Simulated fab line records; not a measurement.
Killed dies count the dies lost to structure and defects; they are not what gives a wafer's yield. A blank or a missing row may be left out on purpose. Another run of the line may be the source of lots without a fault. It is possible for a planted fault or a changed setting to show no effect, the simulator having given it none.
fab line records	flow nand-harc
record lots=11	wafers=33	last-day=32
route steps=1302 shown A_STAIRCASE@668 END@1302
lots untouched by any fault: they come from a run of this same line in which no faults occurred
start-h: the number of hours between the record's first day and the start of the first shown wafer of the lot	wait-h: how many hours have passed since the lot's step before this one	" identical to the entry in the row above	L1.1+2: one row covering several wafers at once	- value missing, or start not given	* or withheld: withheld	< > ~ a bound
route shown NAME@n: a module of which the file shows steps, and the number in the route of the first	usual: average and standard deviation across the fault-free wafers	same: alike in all rows	chamber/n: place in a boat	sites: the reading at each site	_std_site: how widely they spread, as a standard deviation	_edge_site: inner sites' mean taken away from outer sites' mean	radius-mm: for every site, how far away it sits from the centre of the wafer	mask NAME#n: copy n	behind: the most recent tool/chamber to have shaped the wafer	hold: what put the lot on hold/how long, in hours/how the hold closed	device: the n, p or np transistor that did not switch	end of line: the same wafers' tests at the end of the route	a step with no rows: only its recipe	killed: count of dies lost to structure and defects at first sort (not the wafer's yield)	map: the dies of a wafer, with x for killed, . for not killed, _ for no die there
set.NAME: the setting as run; set.NAME@STEP: as run at that earlier step	model.NAME: the simulator's own value behind a step, which no gauge read
route steps across a sampled set of lots; one table per step, one row per wafer
services: the hour from which a tool's chamber was out of use, counted from the record's first day as start-h (under 0 if before that day), plus the number of hours and why
## steps
# step NHARC_A_STAIRCASE_TRIM_12
# recipe time-s=211.2	o2-flow-sccm=500	ar-flow-sccm=0	bias-w=0	chemistry=O2
# usual drypump-motor-current-A=5.6/0.37	oes-product-au=1.001/0.0097	rf-vpp-V=57.9/0.83	showerhead-plenum-p-Torr=3.55/0.15	throttle-valve-pct=17.036/0.0092
lot.wafer	tool	chamber	start-h	wait-h	drypump-motor-current-A	oes-product-au	rf-hours-counter-h	rf-vpp-V	showerhead-plenum-p-Torr	throttle-valve-pct
L303.3	rie-diel-09	2	362.45	0.1	5.6	1.005	11	58.6	3.40	17.034
L303.4	"	1	"	"	5.5	1.000	11	58.2	3.38	17.029
L303.5	"	3	"	"	4.9	0.990	-	58.7	3.55	17.029
L305.3	rie-diel-06	0	382.72	0.1	5.5	0.995	28	57.5	3.76	17.032
L305.1	"	3	"	"	5.4	0.999	25	58.7	3.79	17.036
L305.4	"	3	"	"	5.4	0.995	-	57.0	3.79	17.036
L306.4	rie-diel-09	1	394.42	0.1	5.5	1.008	20	57.1	3.38	17.039
L306.2	"	2	"	"	5.6	0.996	20	58.1	3.40	17.029
L306.6	"	0	"	"	5.8	1.008	-	57.7	3.77	17.020
L310.3	rie-diel-03	3	418.96	0.1	5.9	0.985	35	57.4	3.41	17.038
L310.1	"	0	"	"	6.1	1.007	39	57.0	3.39	17.040
L310.5	"	2	"	"	6.0	1.010	-	58.0	3.60	17.032
L312.2	rie-diel-09	1	457.25	0.1	5.5	1.018	42	57.6	3.37	17.048
L312.4	"	2	"	"	5.6	1.004	-	57.1	3.39	17.032
L312.5	"	1	"	"	5.5	1.013	-	56.9	3.37	17.046
L318.1	rie-diel-06	2	499.75	0.1	5.7	0.976	2	57.6	3.77	17.045
L318.2	"	0	"	"	5.4	0.995	4	58.9	3.74	17.037
L318.6	"	2	"	"	5.7	0.982	-	58.9	3.77	17.033
L316.3	rie-diel-03	0	500.45	0.2	6.1	0.984	9	58.6	3.38	17.045
L316.1	"	2	"	"	6.1	1.004	13	58.2	3.58	17.024
L316.4	"	1	"	"	5.6	1.015	-	58.6	3.58	17.032
L321.1	rie-diel-09	3	525.90	0.1	4.9	1.007	6	57.9	3.52	17.042
L321.2	"	0	"	"	5.8	1.008	6	57.0	3.74	17.043
L321.6	"	3	"	"	4.9	1.003	-	57.5	3.52	17.054
L323.1	rie-diel-06	3	560.62	0.1	5.4	0.985	20	58.5	3.76	17.030
L323.4	"	0	"	"	5.4	0.987	27	59.3	3.72	17.040
L323.6	"	2	"	"	5.7	0.985	-	59.0	3.76	17.034
L325.4	rie-diel-03	1	560.77	0.1	5.7	1.013	28	57.8	3.57	17.045
L325.2	"	2	"	"	6.0	1.010	34	57.5	3.57	17.032
L325.1	"	0	"	"	6.1	0.987	29	57.9	3.37	17.041
L324.1	rie-diel-03	1	560.96	0.1	5.6	1.006	28	55.9	3.57	17.046
L324.3	"	3	"	"	5.9	0.994	34	58.4	3.39	17.034
L324.5	"	1	"	"	5.7	1.013	-	58.2	3.57	17.028
# step NHARC_A_STAIRCASE_TRIM_16
# recipe time-s=211.2	o2-flow-sccm=500	ar-flow-sccm=0	bias-w=0	chemistry=O2
# usual drypump-motor-current-A=5.6/0.38	oes-product-au=1.001/0.011	rf-vpp-V=57.9/0.93	showerhead-plenum-p-Torr=3.54/0.15	throttle-valve-pct=17.036/0.0096
lot.wafer	tool	chamber	start-h	wait-h	drypump-motor-current-A	oes-product-au	rf-hours-counter-h	rf-vpp-V	showerhead-plenum-p-Torr	throttle-valve-pct
L303.4	rie-diel-09	1	-	-	5.5	1.007	11	55.8	3.38	17.031
L303.3	"	3	"	"	4.9	1.010	11	57.8	3.55	17.038
L303.5	"	0	"	"	5.8	1.021	-	57.7	3.77	17.028
L305.1	rie-diel-06	2	-	-	5.7	0.993	26	58.5	3.79	17.063
L305.4	"	3	"	"	5.4	1.003	25	58.7	3.79	17.050
L305.3	"	0	"	"	5.4	1.000	28	57.6	3.76	17.040
L306.2	rie-diel-09	3	-	-	4.9	1.004	18	59.1	3.55	17.055
L306.4	"	0	"	"	5.9	1.021	19	57.8	3.77	17.032
L306.6	"	3	"	"	4.9	1.000	-	56.9	3.55	17.027
L310.1	rie-diel-03	1	-	-	5.6	1.005	39	58.7	3.59	17.044
L310.3	"	2	"	"	6.1	1.006	35	58.9	3.60	17.052
L310.5	"	3	"	"	5.8	0.981	-	57.7	3.41	17.041
L312.2	rie-diel-09	3	-	-	4.9	1.013	41	59.1	3.53	17.023
L312.4	"	1	"	"	5.5	1.010	46	57.9	3.36	17.033
L312.5	"	3	"	"	4.9	1.004	-	58.0	3.53	17.049
L318.1	rie-diel-06	0	-	-	5.4	0.993	4	59.2	3.74	17.047
L318.2	"	1	"	"	4.9	1.014	2	57.2	3.42	17.025
L318.6	"	0	"	"	5.4	0.999	-	58.5	3.74	17.030
L316.1	rie-diel-03	0	-	-	6.1	0.985	9	57.1	3.38	17.028
L316.3	"	1	"	"	5.7	1.005	9	57.6	3.58	17.027
L316.4	"	2	"	"	6.0	0.989	-	57.6	3.58	17.028
L321.2	rie-diel-09	2	-	-	5.6	1.022	6	57.8	3.37	17.046
L321.1	"	0	"	"	5.9	1.010	6	57.5	3.74	17.048
L321.6	"	2	"	"	5.6	1.016	-	55.8	3.37	17.029
L323.1	rie-diel-06	0	-	-	5.5	0.983	27	57.7	3.72	17.027
L323.4	"	3	"	"	5.4	0.994	20	58.6	3.76	17.029
L323.6	"	0	"	"	5.4	0.982	-	58.2	3.72	17.033
L325.4	rie-diel-03	2	-	-	6.0	1.005	34	59.2	3.57	17.031
L325.2	"	3	"	"	5.9	0.985	35	56.7	3.39	17.034
L325.1	"	0	"	"	6.1	0.979	30	58.3	3.37	17.070
L324.1	rie-diel-03	2	-	-	6.0	1.003	34	58.5	3.57	17.027
L324.3	"	3	"	"	5.9	0.993	35	57.8	3.39	17.025
L324.5	"	2	"	"	6.1	1.018	-	55.8	3.57	17.037
# step NHARC_A_STAIRCASE_TRIM_26
# recipe time-s=211.2	o2-flow-sccm=500	ar-flow-sccm=0	bias-w=0	chemistry=O2
# usual drypump-motor-current-A=5.5/0.37	oes-product-au=1.000/0.012	rf-vpp-V=57.7/0.88	showerhead-plenum-p-Torr=3.58/0.17	throttle-valve-pct=17.036/0.0088
lot.wafer	tool	chamber	start-h	wait-h	drypump-motor-current-A	oes-product-au	rf-hours-counter-h	rf-vpp-V	showerhead-plenum-p-Torr	throttle-valve-pct
L303.4	rie-diel-06	3	364.25	-	5.4	0.997	22	58.1	3.80	17.035
L303.3	"	1	"	"	4.9	1.002	26	57.6	3.44	17.033
L303.5	"	3	"	"	5.4	1.003	-	57.0	3.80	17.034
L305.3	rie-diel-06	3	384.52	-	5.4	0.999	26	58.1	3.79	17.040
L305.1	"	0	"	"	5.5	0.983	29	56.2	3.76	17.031
L305.4	"	1	"	"	4.8	0.998	29	57.6	3.44	17.028
L306.4	rie-diel-09	0	396.42	-	5.8	1.013	20	58.6	3.77	17.024
L306.2	"	3	"	"	4.9	1.004	19	58.9	3.55	17.036
L306.6	"	0	"	"	5.8	1.018	-	58.6	3.77	17.030
L310.1	rie-diel-06	3	420.71	-	5.4	0.987	42	59.5	3.78	17.036
L310.3	"	0	"	"	5.4	0.988	41	57.5	3.75	17.029
L310.5	"	1	"	"	4.8	0.986	-	58.3	3.43	17.023
L312.2	rie-diel-09	3	462.89	-	4.9	1.022	42	57.9	3.53	17.020
L312.4	"	0	"	"	5.9	1.016	35	57.6	3.76	17.028
L312.5	"	2	"	"	5.6	1.000	-	56.4	3.39	17.033
L318.1	rie-diel-03	3	501.83	-	5.9	0.988	13	57.0	3.40	17.026
L318.2	"	1	"	"	5.6	1.010	10	57.6	3.58	17.039
L318.6	"	3	"	"	5.9	0.986	-	56.9	3.40	17.043
L316.4	rie-diel-06	3	502.63	-	5.4	0.987	5	58.1	3.77	17.041
L316.3	"	0	"	"	5.4	0.977	5	57.2	3.74	17.039
L316.1	"	1	"	"	4.8	0.810	3	56.3	3.42	17.042
L321.2	rie-diel-09	0	527.67	-	5.8	1.013	7	57.6	3.74	17.046
L321.1	"	2	"	"	5.6	1.009	7	55.4	3.37	17.048
L321.6	"	1	"	"	5.5	1.010	-	57.0	3.35	17.039
L325.4	rie-diel-09	0	562.64	-	5.9	1.017	20	58.2	3.74	17.029
L325.2	"	1	"	"	5.5	0.998	16	56.7	3.35	17.041
L325.1	"	3	"	"	4.9	1.004	23	58.2	3.51	17.040
L324.1	rie-diel-03	0	562.88	-	6.1	0.986	30	56.2	3.37	17.043
L324.3	"	3	"	"	5.8	0.985	35	57.6	3.39	17.033
L324.5	"	0	"	"	6.1	0.984	-	57.3	3.37	17.043
L323.4	rie-diel-06	2	565.19	-	5.7	0.983	24	58.5	3.76	17.038
L323.1	"	0	"	"	5.4	1.000	31	56.9	3.72	17.033
L323.6	"	1	"	"	4.8	1.016	-	58.4	3.41	17.040
# step NHARC_A_STAIRCASE_DESCUM_186
# recipe time-s=3	o2-flow-sccm=200	ar-flow-sccm=0	bias-power-w=0	chemistry=O2
# usual drypump-motor-current-A=5.7/0.37	oes-product-au=1.001/0.011	rf-vpp-V=57.7/0.97	showerhead-plenum-p-Torr=1.92/0.087	throttle-valve-pct=11.310/0.0098
# same bias-power-w=0
lot.wafer	tool	chamber	start-h	wait-h	drypump-motor-current-A	oes-product-au	rf-hours-counter-h	rf-vpp-V	showerhead-plenum-p-Torr	throttle-valve-pct
L303.4	rie-diel-09	3	366.09	-	4.9	1.007	12	57.4	1.93	11.322
L303.3	"	0	"	"	5.8	1.016	12	56.7	2.05	11.302
L303.5	"	3	"	"	4.8	0.999	-	59.1	1.93	11.307
L305.1	rie-diel-09	1	386.38	-	5.5	1.011	18	58.1	1.83	11.291
L305.3	"	2	"	"	5.6	1.008	17	57.6	1.84	11.304
L305.4	"	3	"	"	4.9	1.008	16	57.9	1.92	11.311
L306.2	rie-diel-03	1	398.35	-	5.6	1.018	31	58.5	1.95	11.304
L306.4	"	3	"	"	5.8	0.996	26	58.1	1.85	11.320
L306.6	"	1	"	"	5.6	1.015	-	56.4	1.95	11.300
L310.3	rie-diel-03	0	422.43	-	6.2	0.995	40	57.1	1.83	11.320
L310.1	"	1	"	"	5.6	1.004	39	57.6	1.95	11.322
L310.5	"	0	"	"	6.1	0.997	-	57.9	1.83	11.301
L312.4	rie-diel-09	1	464.88	-	5.5	1.015	48	56.1	1.82	11.322
L312.2	"	3	"	"	4.9	1.006	43	58.0	1.92	11.312
L312.5	"	1	"	"	5.5	1.017	-	57.3	1.82	11.312
L318.2	rie-diel-03	3	503.67	-	5.8	0.996	13	55.5	1.84	11.305
L318.1	"	0	"	"	6.1	0.996	10	57.7	1.83	11.309
L318.6	"	2	"	"	6.1	1.003	-	57.2	1.95	11.296
L316.4	rie-diel-03	0	504.45	-	6.1	0.983	10	56.2	1.83	11.303
L316.3	"	1	"	"	5.6	1.000	10	58.5	1.94	11.292
L316.1	"	3	"	"	5.9	0.996	14	59.2	1.84	11.333
L321.2	rie-diel-06	2	529.51	-	5.7	0.988	12	58.0	2.05	11.303
L321.1	"	3	"	"	5.4	1.001	10	60.1	2.05	11.334
L321.6	"	3	"	"	5.4	0.993	-	57.6	2.05	11.317
L325.2	rie-diel-09	3	564.48	-	4.9	0.996	23	55.8	1.90	11.305
L325.4	"	0	"	"	5.8	1.014	20	58.4	2.04	11.308
L325.1	"	2	"	"	5.6	1.015	19	58.0	1.82	11.316
L324.1	rie-diel-09	3	564.72	-	4.9	0.977	23	57.1	1.90	11.323
L324.3	"	1	"	"	5.5	0.989	17	56.9	1.81	11.309
L324.5	"	3	"	"	4.9	0.999	-	59.6	1.90	11.314
L323.1	rie-diel-03	3	567.03	-	5.8	0.985	36	58.0	1.83	11.298
L323.4	"	1	"	"	5.6	1.009	31	59.4	1.94	11.327
L323.6	"	2	"	"	6.0	0.992	-	57.9	1.94	11.317
# step NHARC_END_SORT_01
# recipe temp-c=25
# usual killed-at-array=59/17	killed-at-other=0.9/1.6	killed-at-periphery=3.7/2.3	killed-dies=64/17	killed-open=3.3/1.8	killed-short=2.4/1.6
# same gross-dies=677
lot.wafer	tool	chamber	start-h	wait-h	killed-at-array	killed-at-other	killed-at-periphery	killed-dies	killed-open	killed-short
L316.1	prober-01	0	700.55	2.5	660	0	4	664	3	4
L316.3	prober-01	0	702.15	3.1	66	1	0	67	4	2
L316.4	prober-01	0	702.94	3.4	74	0	2	76	3	0
# killed by level:class
L316.1 A_STAIRCASE:area-trim=599 A_CHANNEL_HOLE_D1:chamber-film-flake=20 A_CHANNEL_HOLE_D2:chamber-film-flake=17 A_CONTACT:chamber-film-flake=5 A_BLC:chamber-film-flake=4 A_ZERO_WELL:chamber-film-flake=3 A_SLIT:chamber-film-flake=3 A_CHANNEL_FILL_D1:geometric-particle:open=2
L316.3 A_CHANNEL_HOLE_D1:chamber-film-flake=28 A_CHANNEL_HOLE_D2:chamber-film-flake=14 A_CONTACT:chamber-film-flake=6 A_BLC:chamber-film-flake=3 A_CHANNEL_HOLE_D1:geometric-particle:open=2 A_ZERO_WELL:chamber-film-flake=2 A_SLIT:chamber-film-flake=2 A_DECK1_JOINT:chamber-film-flake=2
L316.4 A_CHANNEL_HOLE_D1:chamber-film-flake=28 A_CHANNEL_HOLE_D2:chamber-film-flake=26 A_CONTACT:chamber-film-flake=11 P_BONDPAD:chamber-film-flake=2 A_WL_FILL:chamber-film-flake=2 A_CHANNEL_HOLE_D1:geometric-particle:open=1 A_CHANNEL_FILL_D1:geometric-particle:open=1 A_CHANNEL_FILL_D2:geometric-particle:open=1
## services
tool	chamber	start-h	hours	kind
rie-diel-03	-	351.69	1.7	repair
rie-diel-09	0	356.23	-	clean
rie-diel-09	1	356.23	-	clean
rie-diel-09	2	356.23	-	clean
rie-diel-09	3	356.23	-	clean
rie-diel-03	3	364.10	3.4	repair
rie-diel-06	2	377.73	5.2	repair
rie-diel-09	0	380.86	-	clean
rie-diel-09	1	380.86	-	clean
rie-diel-09	2	380.86	-	clean
rie-diel-09	3	380.86	-	clean
rie-diel-09	0	405.45	-	clean
rie-diel-09	1	405.45	-	clean
rie-diel-09	2	405.45	-	clean
rie-diel-09	3	405.45	-	clean
rie-diel-09	0	406.89	7.1	repair
rie-diel-06	1	445.42	16.8	repair
rie-diel-03	-	459.15	9.0	pm
rie-diel-06	-	472.81	0.5	repair
rie-diel-06	-	484.44	9.0	pm
rie-diel-03	0	491.44	8.7	repair
rie-diel-09	-	499.72	9.0	pm
rie-diel-03	3	499.98	1.6	repair
rie-diel-06	3	508.98	12.6	repair
## key
first-sign step=NHARC_A_STAIRCASE_TRIM_26	reading=oes-product-au	direction=down	sigmas=16	usual=1.000	struck=0.810
effect step=NHARC_END_SORT_01	reading=killed-at-array	direction=up	sigmas=36	usual=59	struck=660
more-kills-born-at NHARC_A_STAIRCASE_TRIM_26@rie-diel-06=599
met-at NHARC_A_STAIRCASE_TRIM_26
struck-lots L316
struck-wafers L316.1
later-rows-left-out L316.1
tester-left-out L316
not-acting-at NHARC_A_STAIRCASE_TRIM_12,NHARC_A_STAIRCASE_TRIM_16,NHARC_A_STAIRCASE_DESCUM_186
onset-between 420.71 502.63
fault kind=process-parameter-drift	tool=rie-diel-06	chamber=1	onset-h=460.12	steps=NHARC_A_STAIRCASE_TRIM_26	channel=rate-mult	offset=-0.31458	shape=step	end-h=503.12
# tester-left-out: of these lots the tester's yield and bins aren't shown, on N5 and GAA mostly nor the transistor test; their killed dies are dies lost to structure and defects alone, not to doping, threshold or leakage, so they don't give the yield
# later-rows-left-out: the simulator's readings of these wafers behind a module that went badly wrong aren't trusted and aren't shown, but for the sort
